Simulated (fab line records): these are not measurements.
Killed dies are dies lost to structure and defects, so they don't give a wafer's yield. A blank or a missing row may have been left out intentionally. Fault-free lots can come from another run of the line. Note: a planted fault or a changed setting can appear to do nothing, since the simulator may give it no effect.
Lot-split experiment ; flow n5_finfet ; route with 1938 steps; 7 lots, 39 wafers read

== THE SPLIT ==
At N5_DUMMY_GATE_ETCH_31 (etches SiO2 in C4F6/O2, target depth 82.5 nm, time 27.5 s), the setting target_depth_a was moved away from the recipe's 825 angstrom on 9 of the 39 wafers read, by -9.3% to +7.1%. This setting was run at the recipe's value on the other wafers.

The reading is taken at the split's own step.

== THE READING ==
etch.depth_nm (the simulator's own value, which no gauge read), in nm, at N5_DUMMY_GATE_ETCH_31 (etches SiO2 in C4F6/O2, target depth 82.5 nm, time 27.5 s). The file does not state a usual value for it. The 30 wafers here that ran the recipe average 81.82 nm, standard deviation 0.99 nm.

wafer;tool, chamber at the split;target_depth_a as run, angstrom;against the recipe;etch.depth_nm, nm;against lot-mates on the recipe
L076.1;rie_diel-05, 0;871.3;+5.6%;85.42;+3.68
L076.2;rie_diel-05, 1;825;recipe;82.88;-
L076.3;rie_diel-05, 3;871.3;+5.6%;85.86;+4.12
L076.4;rie_diel-05, 1;871.3;+5.6%;86.96;+5.22
L076.5;rie_diel-05, 3;825;recipe;81.19;-
L076.6;rie_diel-05, 0;825;recipe;81.14;-
L081.1;rie_diel-05, 3;748.3;-9.3%;73.91;-8.08
L081.2;rie_diel-05, 1;825;recipe;83.13;-
L081.3;rie_diel-05, 2;748.3;-9.3%;76.37;-5.62
L081.4;rie_diel-05, 0;825;recipe;80.77;-
L081.5;rie_diel-05, 0;748.3;-9.3%;73.6;-8.39
L081.6;rie_diel-05, 1;825;recipe;82.07;-
L082.1;rie_diel-01, 2;825;recipe;80.93;-
L082.2;rie_diel-01, 0;825;recipe;80.16;-
L082.3;rie_diel-01, 1;825;recipe;80.63;-
L082.4;rie_diel-01, 3;825;recipe;83.51;-
L082.5;rie_diel-01, 1;825;recipe;81.66;-
L082.6;rie_diel-01, 2;825;recipe;80.91;-
L085.1;rie_diel-01, 0;883.8;+7.1%;86.06;+4.75
L085.2;rie_diel-01, 3;825;recipe;82.55;-
L085.3;rie_diel-01, 2;825;recipe;80.64;-
L085.4;rie_diel-01, 1;883.8;+7.1%;87.64;+6.33
L085.5;rie_diel-01, 0;825;recipe;80.73;-
L085.6;rie_diel-01, 3;883.8;+7.1%;88.51;+7.20
L086.1;rie_diel-05, 1;825;recipe;82.28;-
L086.2;rie_diel-05, 3;825;recipe;81.33;-
L086.3;rie_diel-05, 0;825;recipe;81.09;-
L086.4;rie_diel-05, 2;825;recipe;84.27;-
L086.5;rie_diel-05, 1;825;recipe;82.23;-
L086.6;rie_diel-05, 0;825;recipe;80.83;-
L091.1;rie_diel-01, 2;825;recipe;82.2;-
L091.2;rie_diel-01, 0;825;recipe;81.37;-
L091.3;rie_diel-01, 3;825;recipe;82.95;-
L091.4;rie_diel-01, 1;825;recipe;82.45;-
L091.5;rie_diel-01, 0;825;recipe;81.81;-
L091.6;rie_diel-01, 1;825;recipe;82.58;-
L092.2;rie_diel-01, 2;825;recipe;81.25;-
L092.4;rie_diel-01, 3;825;recipe;82.06;-
L092.5;rie_diel-01, 3;825;recipe;83.1;-

THE FIT
A straight line over all 39 wafers: etch.depth_nm changes by +0.774 nm for each +1% of target_depth_a; r = +0.94; the points scatter about the line by 1 nm.
The same after taking each lot's own level away (the mean of its wafers on the recipe; 39 wafers): +0.807 nm for each +1%; r = +0.95; scatter 0.97 nm.
That fit puts the effect of the largest move of target_depth_a on the reading at 7.5 nm.
Across the lots, their own levels run from 81.300 to 82.227 nm, a range of 0.9 times the standard deviation given above.
Hence the lot-to-lot level has little effect on the slope; both slopes agree.
Check: with one of the wafers moved furthest among these (-9.3%) left out of the fit, the line predicts -7.33 nm for it against its lot-mates. It came out at -8.08 nm against them.

== FURTHER SPLITS ON THESE WAFERS ==
These wafers also went through other splits before the reading. Each is held against what the fit with the lots' levels taken away leaves over:
other split on the same wafers;wafers away from the commonest value;r with etch.depth_nm (lot level and that fit taken away)
N5_FIN_SAQP_ETCH_52 source_w;15;-0.03
N5_DUMMY_GATE_EXPOSE_12 dose_mj;15;-0.21

== THE FILE'S OWN FIT ==
etch.depth_nm changes by +0.808 nm for each +1% of target_depth_a, r = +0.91.
